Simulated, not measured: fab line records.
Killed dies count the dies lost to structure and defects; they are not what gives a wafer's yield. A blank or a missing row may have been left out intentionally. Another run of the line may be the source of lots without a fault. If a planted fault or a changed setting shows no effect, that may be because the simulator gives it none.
fab line records | flow n5Finfet
record lots=4 | wafers=12 | lastDay=18
route steps=1938 shown MOL_CONTACT_COAG@532 BEOL_M4@1111 PASSIVATION@1936
lots with no fault: from the same line, run without faults
startH: start of the lot's first displayed wafer, in hours after the record's first day | waitH: hours from the lot's prior step to this one | " identical to the entry in the row above | L1.1+2: a single row standing in for several wafers | - no value present, or no start provided | * or withheld: withheld | < > ~ a bound
route shown NAME@n: names a module that has steps shown in the file, with the first one's number in the route | usual: mean/standard deviation of fault-free wafers | same: alike in all rows | chamber/n: place in a boat | sites: the reading at each site | _std_site: standard deviation of those values | _edge_site: the outer-site mean with the inner-site mean subtracted | radiusMm: for every site, how far away it sits from the centre of the wafer | mask NAME#n: copy n | behind: the last tool/chamber to shape the wafer | hold: reason for holding the lot/hours on hold/outcome of the hold | device: transistor that didn't switch, given as n, p or np | end of line: tests of these same wafers at the route's end | a step given without rows: its recipe and nothing more | killed: count of dies lost to structure and defects at first sort (not the wafer's yield) | map: the dies of a wafer, with x for killed, . for not killed, _ for no die there
set.NAME: the setting the step ran with; set.NAME@STEP: the setting that earlier step ran with | model.NAME: the simulator's own value behind a step, which no gauge read
certain route steps with their lots: each step a table, each wafer a row
services: the hour from which a tool's chamber was out of use, counted from the record's first day as startH (under 0 if before that day), plus the number of hours and why
## steps
# step N5_MOL_CONTACT_COAG_ETCH_106
# recipe chemistry=N2/H2 | target=SOC | targetDepthA=800 | overetchA=160 | maskMaterial=SiARC | tempC=40 | timeS=120 | ionEnergyEv=200 | pressureMtorr=30 | sourceW=840 | biasW=150 | n2FlowSccm=200 | h2FlowSccm=200
# step N5_MOL_CONTACT_COAG_STRIP_107
# recipe chemistry=N2/H2 | tempC=40 | n2FlowSccm=200 | h2FlowSccm=200 | rfFrequencyHz=6e+07
# step N5_MOL_CONTACT_COAG_STRIP_108
# recipe chemistry=N2/H2 | tempC=40 | n2FlowSccm=200 | h2FlowSccm=200 | rfFrequencyHz=6e+07
# step N5_MOL_CONTACT_COAG_CONTACT_ETCH_14
# recipe chemistry=C4F6/O2 | target=SiO2 | targetDepthA=275 | overetchA=85 | maskMaterial=SOC | pressureMtorr=30 | sourceW=370 | biasW=185 | Ar_flow_sccm=300 | C4F6_flow_sccm=16 | O2_flow_sccm=10 | timeS=20 | ionEnergyEv=259.6
# step N5_MOL_CONTACT_COAG_STRIP_109
# recipe chemistry=C4F6/O2 | resist=SiARC | rfFrequencyHz=6e+07
# step N5_MOL_CONTACT_COAG_ETCH_15
# recipe chemistry=CH3F/O2 | target=SiNx | targetDepthA=70 | maskMaterial=SOC | stopOn=Si:P | overEtchFrac=0.75 | ionEnergyEv=120 | pressureMtorr=30 | sourceW=395 | biasW=73 | Ar_flow_sccm=150 | CH3F_flow_sccm=30 | O2_flow_sccm=20
# step N5_MOL_CONTACT_COAG_ETCH_110
# recipe chemistry=CF4/O2 | target=Si | targetDepthA=25 | timeS=8 | pressureMtorr=100 | sourceW=200 | biasW=12 | ionEnergyEv=60 | Ar_flow_sccm=100 | cf4FlowSccm=100 | O2_flow_sccm=10
# step N5_MOL_CONTACT_COAG_STRIP_98
# recipe chemistry=N2/H2 | powerW=500 | tempC=40 | pressureMtorr=50 | rfFrequencyHz=6e+07 | overashFraction=0.3 | biasPowerW=8 | h2Frac=0.5 | n2FlowSccm=300 | h2FlowSccm=300
# step N5_MOL_CONTACT_COAG_IMPLANT_129
# recipe species=Ge | energyKev=3 | doseCm2=6e+14 | tiltDeg=0 | rotationDeg=0
# step N5_MOL_CONTACT_COAG_PRECLEAN_111
# recipe chemistry=NF3:NH3 | afsCycles=1 | tempC=30 | timeS=20 | sublimationTempC=180 | sublimationTimeS=60 | pressureTorr=3 | rfPowerW=30
# step N5_MOL_CONTACT_COAG_TI_SIL_19
# recipe material=Ti | targetThkA=42 | tempC=200 | chamberPressurePa=5 | powerW=5000 | timeS=15
# step N5_MOL_CONTACT_COAG_ALD_20
# recipe material=TiN | targetThkA=15 | tempC=400 | aldPrecursorFamily=TiCl4 | aldCoReactant=NH3 | pulseTimeS=1 | purgeTimeS=3 | coReactantPurgeTimeS=2 | coReactantPulseTimeS=2 | aldCycles=68 | pressureTorr=3
# usual aldCycles=68/0 | chamberPressureTorr=3.000/0.0056 | heaterPowerW=931/88 | precursorPulseHeightRel=0.998/0.021 | purgeTimeS=3/0
lot.wafer | tool        | chamber | startH | waitH | aldCycles | chamberPressureTorr | heaterPowerW | precursorPulseHeightRel | purgeTimeS
L782.1    | aldMetal-04 | 3       | 175.86 | 0.1   | -         | -                   | -            | -                       | -
L782.4    | "           | 0       | "      | "     | -         | -                   | -            | -                       | -
L782.6    | "           | 1       | "      | "     | -         | -                   | -            | -                       | -
L783.1    | aldMetal-04 | 0       | 179.39 | 0.1   | -         | -                   | -            | -                       | -
L783.2    | "           | 1       | "      | "     | -         | -                   | -            | -                       | -
L783.6    | "           | 1       | "      | "     | -         | -                   | -            | -                       | -
L788.4    | aldMetal-04 | 1       | 211.23 | 0.1   | 68        | 2.992               | 897          | 0.960                   | 3
L788.5    | "           | 3       | "      | "     | 68        | 2.996               | 779          | 0.991                   | 3
L788.6    | "           | 2       | "      | "     | 68        | 3.014               | 1063         | 1.012                   | 3
L791.2    | aldMetal-04 | 1       | 230.23 | 0.1   | 68        | 2.999               | 903          | 0.976                   | 3
L791.4    | "           | 3       | "      | "     | 68        | 2.999               | 765          | 0.988                   | 3
L791.5    | "           | 3       | "      | "     | 68        | 3.000               | 743          | 0.996                   | 3
# step N5_MOL_CONTACT_COAG_SIL_ANNEAL_21
# recipe tempC=550 | timeS=60 | ambient=N2
# step N5_MOL_CONTACT_COAG_PRE_CLEAN_141
# recipe gas=H2/He | timeS=60 | tempC=300
# step N5_MOL_CONTACT_COAG_SPUTTER_143
# recipe material=Co | targetThkA=25 | tempC=25 | chamberPressurePa=0.2
# step N5_MOL_CONTACT_COAG_CO_FILL_22
# recipe material=Co | targetThkA=200 | tempC=200 | precursor=CCTBA/H2 | pressureTorr=30
# step N5_MOL_CONTACT_COAG_ANNEAL_113
# recipe tempC=400 | timeS=300 | ambient=H2/N2
# step N5_MOL_CONTACT_COAG_PRE_CLEAN_142
# recipe gas=H2/He | timeS=60 | tempC=300
# step N5_MOL_CONTACT_COAG_SPUTTER_130
# recipe material=Co | targetThkA=475 | tempC=25 | chamberPressurePa=0.5 | powerW=3000
# step N5_MOL_CONTACT_COAG_PRECLEAN_125
# recipe chemistry=DIW | timeS=57.5 | tempC=23
# step N5_MOL_CONTACT_COAG_SRD_126
# recipe dryTimeS=32 | dry=n2Spin | spinRpm=1500
# step N5_MOL_CONTACT_COAG_CMP_23
# recipe stopOn=SiO2 | tOverpolishS=1.5 | postCmpClean=cuAlkaline | downForcePsi=2 | platenRpm=50.289 | padVelocityMS=1.0006 | targetThkNm=0
# step N5_MOL_CONTACT_COAG_WET_ETCH_26
# recipe target=Co | targetDepthNm=13
# step N5_MOL_CONTACT_COAG_WET_ETCH_116
# recipe chemistry=SC1-inhibited | targetDepthNm=4.6 | dry=ipaMarangoni | rinseTimeS=30 | rinseTempC=23
# step N5_MOL_CONTACT_COAG_ALD_27
# recipe material=SiOC | targetThkA=170 | tempC=400 | aldPrecursorFamily=carbosiloxane | aldCoReactant=H2-plasma | pulseTimeS=1.5 | timeS=2720 | purgeTimeS=2 | coReactantPurgeTimeS=2 | aldCycles=340 | pressureTorr=2
# step N5_MOL_CONTACT_COAG_CMP_28
# recipe stopOn=SiNx | tOverpolishS=0.85 | postCmpClean=alkalineBrush | downForcePsi=4.15 | platenRpm=51.8 | padVelocityMS=1.0307 | targetThkNm=14.522
# step N5_MOL_CONTACT_COAG_ALD_123
# recipe material=SiNx | targetThkA=50 | tempC=400 | aldPrecursorFamily=SiH2I2 | aldCoReactant=N2/H2-plasma | pulseTimeS=1 | purgeTimeS=2 | coReactantPurgeTimeS=2 | aldCycles=100 | pressureTorr=2
# step N5_MOL_CONTACT_COAG_PECVD_31
# recipe material=SiO2 | targetThkA=460 | tempC=400 | precursor=TEOS/O2 | pressureTorr=6.5 | rfW=withheld | teosFlowSccm=withheld | gas=O2 | flowSccm=2650 | timeS=8.9
# step N5_MOL_CONTACT_COAG_COAT_75
# recipe resist=SOC | tempC=250 | timeS=60 | spinRpm=1500 | resistThkNm=60
# step N5_MOL_CONTACT_COAG_COAT_76
# recipe resist=SiARC | tempC=220 | timeS=60 | spinRpm=1500 | resistThkNm=10
# step N5_MOL_CONTACT_COAG_COAT_77
# recipe resist=underlayer | tempC=205 | timeS=60 | spinRpm=1500 | resistThkNm=10
# step N5_MOL_CONTACT_COAG_COAT_78
# recipe resist=CAR-EUV | spinRpm=1500 | resistThkNm=40
# step N5_MOL_CONTACT_COAG_EBR_80
# recipe solvent=PGMEA | ebrWidthMm=1.5
# step N5_MOL_CONTACT_COAG_SOFTBAKE_79
# recipe tempC=110 | timeS=60 | resist=CAR-EUV
# step N5_MOL_CONTACT_COAG_EXPOSE_81
# recipe maskId=VG | na=0.33 | sourceShape=annular | sigmaInner=0.3 | sigmaOuter=0.7 | polarization=unpolarized | defocusNm=0 | doseMj=59.5
# step N5_MOL_CONTACT_COAG_PEB_82
# recipe pebTempC=100 | pebTimeS=60 | resist=CAR-EUV
# step N5_MOL_CONTACT_COAG_DEVELOP_83
# recipe developTimeS=30 | developer=TMAH | resist=CAR-EUV | rinseLiquid=surfactantRinse | dry=airSpin | devTempC=23
# step N5_BEOL_M4_RC_MEAS_101
# usual DIBL_N=36.2/1.2 | DIBL_P=36.3/1.3 | IOFF_N=0.155/0.019 | IOFF_P=0.210/0.029 | ION_N=677/8.6 | ION_P=465/6.8 | SS_N=71.4/0.48 | SS_P=73.2/0.53 | VT_N=249.9/2.4 | VT_P=-250/3.2
lot.wafer | tool      | chamber | startH | waitH | DIBL_N[mV/V] | DIBL_P[mV/V] | IOFF_N[nA/um] | IOFF_P[nA/um] | ION_N[uA/um] | ION_P[uA/um] | SS_N[mV/dec] | SS_P[mV/dec] | VT_N[mV] | VT_P[mV]
L783.1    | prober-01 | 0       | 265.34 | 0.0   | 36.1         | 37.4         | 0.172         | 0.262         | 693          | 477          | 70.8         | 73.1         | 246.9    | -245
L783.2    | "         | 0       | "      | "     | 36.1         | 37.2         | 0.172         | 0.261         | 685          | 477          | 71.6         | 72.7         | 249.3    | -244
L783.6    | "         | 0       | "      | "     | 35.6         | 35.8         | 0.153         | 0.229         | 679          | 465          | 71.8         | 72.3         | 249.8    | -249
L782.1    | prober-02 | 0       | 273.84 | 0.0   | 35.1         | 36.7         | 0.160         | 0.221         | 682          | 470          | 71.5         | 73.3         | 252.5    | -247
L782.4    | "         | 0       | "      | "     | 37.0         | 39.0         | 0.188         | 0.257         | 686          | 467          | 71.8         | 73.4         | 249.3    | -247
L782.6    | "         | 0       | "      | "     | 35.7         | 37.1         | 0.155         | 0.215         | 681          | 468          | 71.5         | 73.6         | 251.6    | -249
L788.4    | prober-02 | 0       | 304.20 | 0.5   | 34.2         | 34.3         | 0.115         | 0.157         | 675          | 459          | 70.7         | 72.1         | 252.4    | -255
L788.5    | "         | 0       | "      | "     | 34.5         | 34.9         | 0.122         | 0.162         | 659          | 449          | 71.0         | 72.6         | 253.1    | -254
L788.6    | "         | 0       | "      | "     | 35.7         | 36.6         | 0.144         | 0.180         | 679          | 456          | 72.0         | 72.5         | 248.1    | -252
L791.2    | prober-02 | 0       | 322.93 | 0.2   | 35.8         | 33.9         | 0.136         | 0.171         | 666          | 457          | 71.1         | 72.9         | 251.7    | -254
L791.4    | "         | 0       | "      | "     | 36.1         | 33.6         | 0.143         | 0.177         | 672          | 460          | 71.0         | 73.5         | 252.1    | -252
L791.5    | "         | 0       | "      | "     | 34.6         | 32.5         | 0.121         | 0.152         | 661          | 452          | 70.6         | 72.2         | 253.8    | -256
# step N5_PASSIVATION_PROBE_49
# usual defectLimitedYield=91.2/1.4 | killed_at_M0_to_M3=34/10 | killed_at_M4_up=13/5.1 | killedAtContacts=12/6.5 | killedAtFrontEnd=41/11 | killedAtOther=4/3.3 | killedDies=104/16 | killedOnRim=14/3.9 | killedOpen=69/13 | killedShort=33/7 | sort_bin_5_function=5.1/0.91 | sort_bin_6_memory=3.3/0.69 | sortNPass=1076/16 | sortYieldPct=91.2/1.4
# same grossDies=1180 | killedAtBackSide=0 | sort_bin_4_leakage[%]=0 | sort_bin_8_speed[%]=0
lot.wafer | tool      | chamber | startH | waitH | defectLimitedYield[%] | killed_at_M0_to_M3 | killed_at_M4_up | killedAtContacts | killedAtFrontEnd | killedAtOther | killedDies | killedOnRim | killedOpen | killedShort | sort_bin_5_function[%] | sort_bin_6_memory[%] | sortNPass | sortYieldPct[%]
L782.1    | prober-02 | -       | 370.89 | 0.0   | 45.8                  | 26                 | 6               | 569              | 37               | 2             | 640        | 142         | 48         | 24          | 51.1                   | 2.7                  | 540       | 45.8
L782.4    | prober-02 | -       | 371.04 | 0.2   | 44.5                  | 26                 | 9               | 570              | 49               | 1             | 655        | 103         | 58         | 37          | 52.0                   | 3.0                  | 525       | 44.5
L782.6    | prober-02 | -       | 371.14 | 0.3   | 44.9                  | 10                 | 6               | 577              | 54               | 3             | 650        | 22          | 45         | 29          | 52.5                   | 2.5                  | 530       | 44.9
L783.1    | prober-02 | -       | 371.32 | 0.0   | 45.8                  | 26                 | 6               | 552              | 48               | 8             | 640        | 95          | 62         | 31          | 51.1                   | 3.0                  | 540       | 45.8
L783.2    | prober-02 | -       | 371.37 | 0.1   | 45.0                  | 37                 | 12              | 558              | 33               | 9             | 649        | 27          | 62         | 38          | 50.9                   | 3.6                  | 531       | 45.0
L783.6    | prober-02 | -       | 371.57 | 0.3   | 46.6                  | 31                 | 10              | 562              | 21               | 6             | 630        | 18          | 52         | 22          | 51.4                   | 1.9                  | 550       | 46.6
L788.4    | prober-02 | -       | 410.73 | 0.2   | 90.3                  | 36                 | 11              | 10               | 54               | 3             | 114        | 18          | 82         | 32          | 5.8                    | 3.4                  | 1066      | 90.3
L788.5    | prober-02 | -       | 410.78 | 0.2   | 91.3                  | 34                 | 9               | 5                | 52               | 3             | 103        | 20          | 73         | 29          | 5.4                    | 3.1                  | 1077      | 91.3
L788.6    | prober-02 | -       | 410.83 | 0.3   | 91.0                  | 39                 | 14              | 8                | 44               | 1             | 106        | 15          | 69         | 35          | 5.3                    | 3.1                  | 1074      | 91.0
L791.2    | prober-01 | -       | 428.44 | 0.8   | 91.0                  | 20                 | 19              | 7                | 52               | 8             | 106        | 14          | 63         | 40          | 5.8                    | 2.9                  | 1074      | 91.0
L791.4    | prober-01 | -       | 428.54 | 0.9   | 91.4                  | 33                 | 14              | 4                | 40               | 10            | 101        | 15          | 62         | 38          | 5.4                    | 2.8                  | 1079      | 91.4
L791.5    | prober-01 | -       | 428.59 | 0.9   | 92.3                  | 26                 | 8               | 16               | 31               | 10            | 91         | 12          | 66         | 24          | 4.2                    | 3.1                  | 1089      | 92.3
# killed by level:class
L782.1 MOL_CONTACT_COAG:areaAld=562 BEOL_M0_SAQP:geometricParticle:open=12 FIN_SAQP:geometricParticle:short=11 STI_FIN_REVEAL:geometricParticle:open=8 BEOL_M3:geometricParticle:open=5 HKMG_FIN:areaEtch=5 MOL_CONTACT_COAG:geometricParticle:open=4 MOL_CONTACT_COAG:geometricParticle:short=3
L782.4 MOL_CONTACT_COAG:areaAld=559 FIN_SAQP:geometricParticle:short=16 FIN_SAQP:geometricParticle:open=11 BEOL_M3:geometricParticle:open=9 STI_FIN_REVEAL:geometricParticle:open=7 MOL_CONTACT_COAG:geometricParticle:open=7 BEOL_M0:geometricParticle:open=5 MOL_CONTACT_COAG:geometricParticle:short=4
L782.6 MOL_CONTACT_COAG:areaAld=574 STI_FIN_REVEAL:geometricParticle:open=20 FIN_SAQP:geometricParticle:short=10 FIN_SAQP:geometricParticle:open=5 GATE_CUT:geometricParticle:short=4 STARTING-WAFER:geometricParticle:open=4 BEOL_M0_SAQP:geometricParticle:short=3 DUMMY_GATE:geometricParticle:open=2
L783.1 MOL_CONTACT_COAG:areaAld=547 STI_FIN_REVEAL:geometricParticle:open=16 FIN_SAQP:geometricParticle:open=8 GATE_CUT:geometricParticle:short=8 BEOL_M3:geometricParticle:open=8 BEOL_M2:geometricParticle:open=6 BEOL_M3:geometricParticle:short=5 STARTING-WAFER:geometricParticle:short=5
L783.2 MOL_CONTACT_COAG:areaAld=547 BEOL_M3:geometricParticle:open=9 BEOL_M0_SAQP:geometricParticle:short=9 STI_FIN_REVEAL:geometricParticle:open=7 MOL_CONTACT_COAG:geometricParticle:open=7 BEOL_M1:geometricParticle:open=6 STARTING-WAFER:geometricParticle:open=5 MOL_CONTACT_COAG:geometricParticle:short=4
L783.6 MOL_CONTACT_COAG:areaAld=556 STI_FIN_REVEAL:geometricParticle:open=10 BEOL_M3:geometricParticle:open=7 BEOL_M2:geometricParticle:open=7 MOL_CONTACT_COAG:geometricParticle:open=6 BEOL_M4:geometricParticle:open=5 BEOL_M0_SAQP:geometricParticle:open=4 BEOL_M0:geometricParticle:open=4
L788.4 STI_FIN_REVEAL:geometricParticle:open=23 STI_FIN_REVEAL:geometricParticle:short=9 DUMMY_GATE:geometricParticle:open=8 MOL_CONTACT_COAG:geometricParticle:open=8 BEOL_M1:geometricParticle:open=7 BEOL_M4:geometricParticle:open=7 BEOL_M0_SAQP:geometricParticle:open=6 BEOL_M0_SAQP:geometricParticle:short=6
L788.5 STI_FIN_REVEAL:geometricParticle:open=25 FIN_SAQP:geometricParticle:short=9 BEOL_M0_SAQP:geometricParticle:open=9 BEOL_M2:geometricParticle:open=8 BEOL_M0_SAQP:geometricParticle:short=6 FIN_SAQP:geometricParticle:open=5 BEOL_M1:geometricParticle:open=5 MOL_CONTACT_COAG:geometricParticle:open=4
L788.6 STI_FIN_REVEAL:geometricParticle:open=10 BEOL_M0_SAQP:geometricParticle:open=8 STI_FIN_REVEAL:geometricParticle:short=7 MOL_CONTACT_COAG:geometricParticle:open=7 BEOL_M0:geometricParticle:short=7 FIN_SAQP:geometricParticle:short=5 FIN_SAQP:geometricParticle:open=5 BEOL_M0_SAQP:geometricParticle:short=5
L791.2 FIN_SAQP:geometricParticle:open=11 STI_FIN_REVEAL:geometricParticle:open=9 ILD0:geometricParticle:short=6 GATE_CUT:geometricParticle:open=6 BEOL_M2:geometricParticle:open=6 BEOL_M4:geometricParticle:open=6 FIN_SAQP:geometricParticle:short=4 STI_FIN_REVEAL:geometricParticle:short=4
L791.4 BEOL_M2:geometricParticle:open=14 FIN_SAQP:geometricParticle:open=7 DUMMY_GATE:geometricParticle:open=6 STARTING-WAFER:geometricParticle:short=6 BEOL_M4:geometricParticle:open=5 GATE_CUT:geometricParticle:short=4 MOL_CONTACT_COAG:geometricParticle:open=4 BEOL_M3:geometricParticle:open=4
L791.5 MOL_CONTACT_COAG:geometricParticle:open=13 GATE_CUT:geometricParticle:short=6 BEOL_M3:geometricParticle:open=6 GATE_CUT:geometricParticle:open=5 STARTING-WAFER:geometricParticle:open=5 FIN_SAQP:geometricParticle:open=4 STI_FIN_REVEAL:geometricParticle:open=4 BEOL_M0:geometricParticle:open=4
# map L782.4 (x killed, . not)
_________________..x.xxxxx..x________________
______________...xxxxxx.xx.xxx.x_____________
___________.......x.x...xx..x.xxxxx__________
__________.x.........xxxxxxxxxxxxxxx_________
________....x..x.xxx.xxx..xx..xxxxxxxx_______
_______x...........x.......xxxx.xxxxxxx______
______x....xx...x...x..xxxxx.x.xx...xxxx_____
_____...x..x....x...x..x.xxxxxx..xx.xxxxx____
____.........x....x...xxx..xx.xxx..xxxxxxx___
___x............xx.xxxx...xx.xxxxxxxxxxxxxx__
___.x.........x...xx.x....xxxxxx.xxxxxx.xxx__
__.x......x.x..x...xx...x...x..xxxxxxxxxxxxx_
__........x......xx.xx..xxx.xxx.xxxxxxxxxxxx_
_...xx.......x.....x...x.xx...xxxx.xxxx.xxxxx
_......x..x.xx.x..x.x..x..x.xxxx.xxx.xxxxxxxx
_x........x.x.x.x...xxxx....x.xxxxxxxx.xxxxxx
_..............x.....x..x.xxxxx.x.xxxxxxxxxxx
_.x..xx.....x...x.xx.xx.xxxxxx..xxxxxxxxxxxxx
_x......x..x...xx.......xxxxxx.xxxxxxxxxxxxxx
_.......x...x......xx....xx..xxxxx.xxxxxxxxxx
_......x...x.x..x..xxx.....xxxx..x.xxxxxxxxxx
__...x.x.....xx..x......x.x.x.xxxxxxxxxxxxxx_
__........x.x..x......x.x..x.xxxxxxxx.xxxxxx_
___...x......x....xxx...xxx.xxxxxxxxxxxxxxx__
___.x.x.x.x..xx...xx..x.x.x.xxxxxxxxxxxxxxx__
____.xxxxx..x......x.......xxxxxxxxxxxxxxx___
_____xx...x.x..xx..xxxxx.x..x.xx.xxxxxxxx____
______x.x...x...x.x.xxxx.xxxxxxxxxxxxxxx_____
_______.x.x.....xx...xx.xxxxxx.xxxx.xxx______
________x.x..x.x.........x..xxxxxxxxxx_______
__________...x..xxx.x.xxxxx.xxxxxxxx_________
___________xxxxx.xx.x.x..xx.xxxxxxx__________
______________x.xxxxx.xxxxxxx.xx_____________
_________________xxxxxxxxxx.x________________
# map L783.2 (x killed, . not)
_________________............________________
______________....x.x.xx......x._____________
___________...x.....x..xx..xx.x..x.__________
__________xx....x..x.......x...x...._________
________.......x...x.xxx.xx.x........._______
_______....xxx..x..x...xxx.x.xx........______
______..xxxxxxx..xxx.xx.xxxxxxx.x.xxx..._____
_____...x....xx.x.xx..xxxx...x...x...x...____
____.....xxxxxxxx.x.x.xxx.xxxxx..x.......x___
___...x.xxxxx..x.xxxxx..xxxxxx.xxxxxxxx....__
___..xx..xx.xxxxxxxxxx.xxxxxx.x.xxx..x....x__
__.....xxxxx.xxxxxxxxxxxxxx.xxxx.xxxx.xxx..x_
__....x.xxxxx..xxxxxxxx.xxxxxxxxxxxxxxx....._
_...x..xxxxxxxxxxxxxxxxxxxxxxxx.xxxx.x...x.x.
_.x..xxxx....xxxxxxxxxxxxxxxxxxxxxxx.xxxxx...
_......x..xxxxxxx.xxxx.xxxxxxxxxxx..xxxxx....
_......x..x.xxxxxxxxxxxxxxxxxxx..x.x..xxxx...
_.x..x.x.xxxxxxx.xxxxxxxxxxxxxxxxxxxx.x..xx..
_.xxx....xxxxxxxxxxxxxxxxxxxxxxxx.xxx.x....xx
_.......xxxxxxx.xxxxx.xx.xxxxxxx.xxxxx.xx..x.
_......x..x.xxxxxxxxxxxxxxxxxxxxxxxxx.x.x....
__xx..xx.x..xxx.xxxxxx.xxxx.xxxxxx.xxxx.x..._
__...x..xxx..xxxxxxxxxxxxxxx.xxxxx.xxxx....x_
___....xxxxx.x.xxxxxx.xxxxxxxx.xxxxx.x.....__
___........xx..xxxxxxxxxxxxxxxxx.x..x......__
____....x.x.x.xxxxx..xxxxxxxxxxxxxxx.x...x___
_____.xx.x.xx...xx.xxx.xx...x..x....xx...____
______x...x.x..x.xxx.x..xxxxx.x....x...._____
_______xx.....x.x...xxx.xx.x.xx.x......______
________.x........x..x.x.....x.....x.._______
__________...x.x..x..x........x....x_________
___________.x..........xx.x........__________
______________..x....x..x.x.x..._____________
_________________.xxxx.......________________
## services
tool        | chamber | startH | hours | kind
aldMetal-04 | -       | 162.53 | 1.4   | repair
## key
firstSign step=N5_MOL_CONTACT_COAG_ALD_20 | reading=toolRecord | direction=missing
effect step=N5_PASSIVATION_PROBE_49 | reading=killedAtContacts | direction=up | sigmas=85 | usual=12 | struck=565
moreKillsBornAt N5_MOL_CONTACT_COAG_ALD_20@aldMetal-04=3345
metAt N5_MOL_CONTACT_COAG_ALD_20
struckWafers L782.1,L782.4,L782.6,L783.1,L783.2,L783.6
fault kind=skippedStepWhole | tool=aldMetal-04 | chamber=- | onsetH=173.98 | steps=N5_MOL_CONTACT_COAG_ALD_20 | scope=struckLotsOnly
